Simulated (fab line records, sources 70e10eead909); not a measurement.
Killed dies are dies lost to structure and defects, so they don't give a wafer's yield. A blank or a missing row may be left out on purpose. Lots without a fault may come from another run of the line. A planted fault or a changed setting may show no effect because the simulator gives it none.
Which tool did it? | flow nand_harc | 6 lots, 18 wafers sampled, at 2 steps of a route of 1302

WHAT THE GAUGES READ, wafer by wafer
NHARC_A_CHANNEL_HOLE_D1_CD_MEAS_30.
lot  | measured     | on        | cd_nm (nm)
L762 | day 9 14:26  | cd_sem-03 | 90.9 91.2 91.0
L765 | day 10 09:11 | cd_sem-03 | 88.4 89.1 90.4
L769 | day 12 05:02 | cd_sem-01 | 91.3 88.8 90.1
L771 | day 13 05:11 | cd_sem-03 | 90.1 89.0 91.7
L781 | day 17 09:09 | cd_sem-01 | 89.9 88.6 88.3
L784 | day 18 08:47 | cd_sem-02 | 89.9 91.1 91.8

WHICH TOOL RAN EACH LOT (tool, then ch and the chambers of the sampled wafers, then the start)
lot  | NHARC_A_CHANNEL_HOLE_D1_DESCUM_15
L762 | rie_diel-01 ch 1,3, day 9 05:38
L765 | rie_diel-05 ch 0,2,3, day 10 02:17
L769 | rie_diel-06 ch 2,3, day 11 18:06
L771 | rie_diel-05 ch 0,1,2, day 12 15:26
L781 | rie_diel-05 ch 1,2,3, day 17 01:04
L784 | rie_diel-01 ch 1,2,3, day 18 01:56
- NHARC_A_CHANNEL_HOLE_D1_DESCUM_15: chemistry O2, time 3 s.

THE ANSWER, worked out from the rows above alone
Rule: what is usual is taken from the lots themselves. Put in order of their means at a reading, lots are off if they are a third of the lots or fewer, leave a main group of 4 or more, and stand apart from it by a gap of 3 or more times the standard deviation of the main group's means; of several such gaps the widest counts. A main group whose means are all the same, to the digits that the tables above print for the reading, isn't used. A lot without any number at a reading at which 4 lots or more have one is off too. The other lots that the step has rows for count as sound.
No lot is off at any reading shown: from this, nothing can be told.

WHAT THE SIMULATOR HAD PUT IN
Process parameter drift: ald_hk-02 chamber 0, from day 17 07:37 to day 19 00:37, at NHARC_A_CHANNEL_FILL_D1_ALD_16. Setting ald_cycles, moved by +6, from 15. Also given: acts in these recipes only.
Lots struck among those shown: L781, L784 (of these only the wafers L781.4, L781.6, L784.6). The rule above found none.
